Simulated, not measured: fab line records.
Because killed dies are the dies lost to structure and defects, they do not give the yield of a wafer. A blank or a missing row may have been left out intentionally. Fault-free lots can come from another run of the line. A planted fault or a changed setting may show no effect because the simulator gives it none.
Lot-split experiment    flow n5Finfet    on a route of 1938 steps: 7 lots, 39 wafers read

ABOUT THE SPLIT
At N5_HKMG_FIN_ETCH_58 (etches SOC in N2/H2, target depth 215.8 nm, time 741 s), the setting sourceW was moved away from the recipe's 875 W on 12 of the 39 wafers read, by -13.8% to +19.1%. All remaining wafers had this setting at the recipe value.

The reading is taken at the split's own step.

THE READING
rfVppV, in V, at N5_HKMG_FIN_ETCH_58 (etches SOC in N2/H2, target depth 215.8 nm, time 741 s). A value of 99.2 V with a standard deviation of 1 V is what fault-free wafers of this fab line usually give.

wafer   tool, chamber at the split  sourceW as run, W  against the recipe  rfVppV, V  against lot-mates on the recipe
L075.2  rieDiel-04, 3               875                recipe              101.5      -
L075.4  rieDiel-04, 1               875                recipe              99.4       -
L075.5  rieDiel-04, 1               875                recipe              99.7       -
L077.1  rieDiel-06, 0               875                recipe              99.9       -
L077.2  rieDiel-06, 3               875                recipe              99.6       -
L077.3  rieDiel-06, 2               1022               +16.8%              96.0       -4.1
L077.4  rieDiel-06, 1               875                recipe              100.7      -
L077.5  rieDiel-06, 0               1022               +16.8%              94.9       -5.2
L077.6  rieDiel-06, 1               1022               +16.8%              94.9       -5.2
L080.1  rieDiel-04, 0               875                recipe              98.5       -
L080.2  rieDiel-04, 3               754.4              -13.8%              104.1      +5.2
L080.3  rieDiel-04, 1               754.4              -13.8%              104.1      +5.2
L080.4  rieDiel-04, 2               875                recipe              99.0       -
L080.5  rieDiel-04, 3               875                recipe              99.1       -
L080.6  rieDiel-04, 0               754.4              -13.8%              105.7      +6.8
L083.1  rieDiel-05, 3               875                recipe              99.1       -
L083.2  rieDiel-05, 0               875                recipe              98.6       -
L083.3  rieDiel-05, 2               875                recipe              98.7       -
L083.4  rieDiel-05, 3               875                recipe              99.4       -
L083.5  rieDiel-05, 2               875                recipe              99.6       -
L083.6  rieDiel-05, 0               875                recipe              99.7       -
L087.1  rieDiel-04, 3               875                recipe              97.9       -
L087.2  rieDiel-04, 0               1042               +19.1%              93.3       -5.2
L087.3  rieDiel-04, 1               875                recipe              98.9       -
L087.4  rieDiel-04, 2               1042               +19.1%              92.9       -5.6
L087.5  rieDiel-04, 0               875                recipe              98.7       -
L087.6  rieDiel-04, 3               1042               +19.1%              94.0       -4.5
L088.1  rieDiel-06, 1               875                recipe              98.2       -
L088.2  rieDiel-06, 3               875                recipe              100.3      -
L088.3  rieDiel-06, 2               875                recipe              100.8      -
L088.4  rieDiel-06, 0               875                recipe              100.1      -
L088.5  rieDiel-06, 1               875                recipe              99.0       -
L088.6  rieDiel-06, 0               875                recipe              100.2      -
L094.1  rieDiel-06, 0               816                -6.7%               101.5      +2.6
L094.2  rieDiel-06, 2               816                -6.7%               103.4      +4.5
L094.3  rieDiel-06, 3               816                -6.7%               101.1      +2.2
L094.4  rieDiel-06, 1               875                recipe              98.3       -
L094.5  rieDiel-06, 2               875                recipe              99.9       -
L094.6  rieDiel-06, 3               875                recipe              98.5       -

THE FIT
A straight line over all 39 wafers: rfVppV changes by -0.313 V for each +1% of sourceW; r = -0.94; the points scatter about the line by 0.92 V.
The same after taking each lot's own level away (the mean of its wafers on the recipe; 39 wafers): -0.321 V for each +1%; r = -0.95; scatter 0.84 V.
On that fit, the largest move of sourceW shifts the reading by 6.1 V.
From 98.50 to 100.20 V: that is the span of the lots' own levels, equal to 1.7 times the standard deviation above.
The two slopes agree, so the slope changes little with the lot-to-lot level.
Check: with one of the wafers moved furthest among these (+19.1%) left out of the fit, the line predicts -5.93 V for it against its lot-mates. Against them it came out at -5.2 V.
Tool readings at the split's step, against how far the setting was moved: rfVppV r = -0.94.

OTHER SPLITS ON THESE WAFERS
Note: prior to the reading, these wafers also went through further splits. Each is held against what the fit with the lots' levels taken away leaves over:
other split on the same wafers      wafers away from the commonest value  r with rfVppV (lot level and that fit taken away)
N5_DUMMY_GATE_HM_DEP_06 timeS       24                                    -0.22
N5_DUMMY_GATE_EXPOSE_12 doseMj      15                                    +0.01
N5_DUMMY_GATE_ETCH_31 targetDepthA  15                                    +0.22
N5_SD_EPI_P_EXPOSE_06 doseMj        12                                    -0.05
N5_SD_ACTIVATION_LSA_01 tempC       15                                    +0.15

THE WHOLE CHAIN: every reading that the file lists as answering this split, in the file's order
step                 what it does                                            reading                                                                         change (the file's fit)               r (the file's)
N5_HKMG_FIN_ETCH_58  etches SOC in N2/H2, target depth 215.8 nm, time 741 s  rfVppV                                                                          -0.314 V for each +1% of the setting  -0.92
N5_HKMG_FIN_ETCH_58  etches SOC in N2/H2, target depth 215.8 nm, time 741 s  etch.depthNm (the simulator's own value, which no gauge read)                   +1.85 nm for each +1% of the setting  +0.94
N5_HKMG_FIN_ETCH_58  etches SOC in N2/H2, target depth 215.8 nm, time 741 s  HKMG_FIN.featureDepthNm (the simulator's own value, which no gauge read)        +1.84 nm for each +1% of the setting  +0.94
N5_HKMG_FIN_ETCH_58  etches SOC in N2/H2, target depth 215.8 nm, time 741 s  SOC_of_HKMG_FIN_COAT_41.thkNm (the simulator's own value, which no gauge read)  -1.84 nm for each +1% of the setting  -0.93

THE FILE'S OWN FIT
rfVppV changes by -0.314 V for each +1% of sourceW, r = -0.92.
